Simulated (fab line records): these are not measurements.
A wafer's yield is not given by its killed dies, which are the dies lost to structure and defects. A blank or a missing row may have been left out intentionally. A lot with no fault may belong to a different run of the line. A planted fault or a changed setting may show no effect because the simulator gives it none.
A struck lot beside a sound one | flow n5Finfet | 29 out of 1938 route steps
Sound: these wafers, L861.1, L861.2, L861.6. The struck wafers were L849.2, L849.3, L849.6. The cause comes at the end.
Per side, at each step with rows, come the tool, then ch with its chambers, and then its first start. Under that, the readings that differ: sound wafers | struck wafers | difference of the means | sigmas: that difference in standard deviations of wafers without a fault.
alike: same words and numbers on both sides, and readings whose means sit less than 2 such deviations apart. not compared: any withheld reading, any reading some wafer has no value for, any bound like >300 that may hide the same value, and any number with overlapping values for which the record gives no deviation.
Wherever a step has rows on one side only, a row that says differs or no value, or a row with sigmas, the two part there. Non-overlapping numbers with no deviation appear without sigmas and do not part them. A reading missing from all wafers of one side parts the sides only when that side holds two or more wafers.

first, 2 steps without rows for these wafers: N5_BEOL_M7_ETCH_72 (etches underlayer in N2/H2, target depth 6.5 nm, time 5.2 s); N5_BEOL_M7_ETCH_65 (etches SiARC in CF4, target depth 15.6 nm, time 26 s).
N5_BEOL_M7_ETCH_66: etches SOC in N2/H2, target depth 80 nm, overetch 16 nm, time 120 s.
  sound on rieDiel-02 ch 2,3, day 15 03:44; struck on rieDiel-04 ch 0,1, day 11 23:35
  alike: drypumpMotorCurrentA, n2FlowSccm, oesProductAu, rfVppV, showerheadPlenumPTorr, throttleValvePct
  not compared: rfHoursCounterH
then, 7 steps without rows for these wafers: N5_BEOL_M7_STRIP_69 (strips in N2/H2); N5_BEOL_M7_STRIP_73 (strips in N2/H2); N5_BEOL_M7_VIA_ETCH_34 (etches SiCOH lowk in C4F6/O2, target depth 125.5 nm, time 50.5 s); N5_BEOL_M7_STRIP_76 (strips in C4F6/O2); N5_BEOL_M7_STRIP_36 (strips in N2/H2); N5_BEOL_M7_TRENCH_ETCH_37 (etches SiCOH lowk in C4F6/O2, target depth 93.478 nm, time 31.2 s); N5_BEOL_M7_ETCH_41 (etches SiCN in CH3F/O2, target depth 31.9 nm, time 57.8 s).
N5_BEOL_M7_STRIP_80: strips in N2/H2, time 10 s.
  sound on rieDiel-02 ch 2,3; struck on rieDiel-04 ch 0,1
  alike: biasPowerW, chamberPressureMTorr, drypumpMotorCurrentA, n2FlowSccm, oesProductAu, rfVppV, showerheadPlenumPTorr, throttleValvePct
  not compared: rfHoursCounterH
N5_BEOL_M7_OCD_MEAS_38:
  sound: ocd-02 at day 15 04:05; struck: ocd-02 at day 11 23:56
  alike: trenchDepthNm
N5_BEOL_M7_HM_STRIP_39: strips TiN in peroxide tin strip, target depth 25 nm, time 158 s.
  sound on wetBench-02 ch 5,6,7, day 15 04:07; struck on wetBench-03 ch 1,2,6, day 11 23:58
  no value came back on the struck wafers for bathGuardTempC (C), bathHeatDutyPct (%); on the sound wafers bathGuardTempC (C) reads 49.6 50.6 50.3
reading                                   | sound | struck         | difference | sigmas
model.TiN_of_BEOL_M7_HM_DEP_02.thkNm (nm) | 0 0 0 | 17.2 17.4 17.4 | +17.3      | 
then, 1 step without rows for these wafers: N5_BEOL_M7_SRD_40 (time 30 s).
N5_BEOL_M7_PRECLEAN_42: cleans in residue remover, time 60 s.
  sound on wetBench-02 ch 5,6,7, day 15 04:10; struck on wetBench-03 ch 1,2,6, day 12 00:02
reading                                   | sound | struck      | difference | sigmas
model.TiN_of_BEOL_M7_HM_DEP_02.thkNm (nm) | 0 0 0 | 6.2 6.4 6.4 | +6.3       | 
then, 1 step without rows for these wafers: N5_BEOL_M7_SRD_43 (time 30 s).
N5_BEOL_M7_CD_MEAS_35 targets a cd of 40 nm.
  sound: cdSem-02 at day 15 04:14; struck: cdSem-03 at day 12 00:06
  alike: cdNm
N5_BEOL_M7_CURE_75: cures SiCOH lowk, time 120 s.
  sound on uvCure-02 ch 0, day 15 04:16; struck on uvCure-01 ch 1, day 12 00:13
  alike: lampPowerPct, wafer_temp_C_max
N5_BEOL_M7_DEGAS_44: time 60 s.
  sound: pvdSputter-03 at day 15 04:44; struck: pvdSputter-03 at day 12 00:31
  alike: heaterPowerW
N5_BEOL_M7_PRE_CLEAN_45: time 30 s.
  sound: pvdSputter-03 at day 15 04:47; struck: pvdSputter-03 at day 12 00:33
  alike: heaterPowerW
then, 6 steps without rows for these wafers: N5_BEOL_M7_ALD_77 (deposits TaN, target thk 2 nm, pulse time 2 s, purge time 3 s); N5_BEOL_M7_SURFACE_TREAT_79; N5_BEOL_M7_CVD_78 (deposits Co from CCTBA/H2, target thk 2 nm, time 142.3 s); N5_BEOL_M7_SPUTTER_48 (material Cu, target thk 10 nm, time 1.667 s); N5_BEOL_M7_ECD_50 (material Cu, target thk 300 nm); N5_BEOL_M7_ANNEAL_51 (time 90 s).
N5_BEOL_M7_CMP_52: polishes, stops on SiCOH lowk, t overpolish 6.9 s, target thk 80 nm.
  sound on cmp-02 ch 0,3, day 15 05:59; struck on cmp-01 ch 0,2, day 12 02:45
reading                   | sound          | struck         | difference | sigmas
barrierFieldEndpointS (s) | 30.2 30.1 30.1 | 35.3 37.1 37.0 | +6.3       | +7
  alike: headPressurePsi, motorCurrentA
N5_BEOL_M7_THK_MEAS_53: measures by xrf.
  sound: filmMetro-02 at day 15 06:17; struck: filmMetro-01 at day 12 03:01
  alike: M7_THK
-- record jumps: 3 days separate the struck wafers' starts on either side; left off in module BEOL_M7, taken up again in module PASSIVATION, whose first shown step is the route's number 1936 --
N5_PASSIVATION_PROBE_49:
  only the struck wafers here have rows in the record (prober-02, day 15 14:34); the sound ones have none

## WHERE THEY PART
First at N5_BEOL_M7_HM_STRIP_39; last, within this record, at N5_PASSIVATION_PROBE_49.

WHY: what had been put in by the simulator
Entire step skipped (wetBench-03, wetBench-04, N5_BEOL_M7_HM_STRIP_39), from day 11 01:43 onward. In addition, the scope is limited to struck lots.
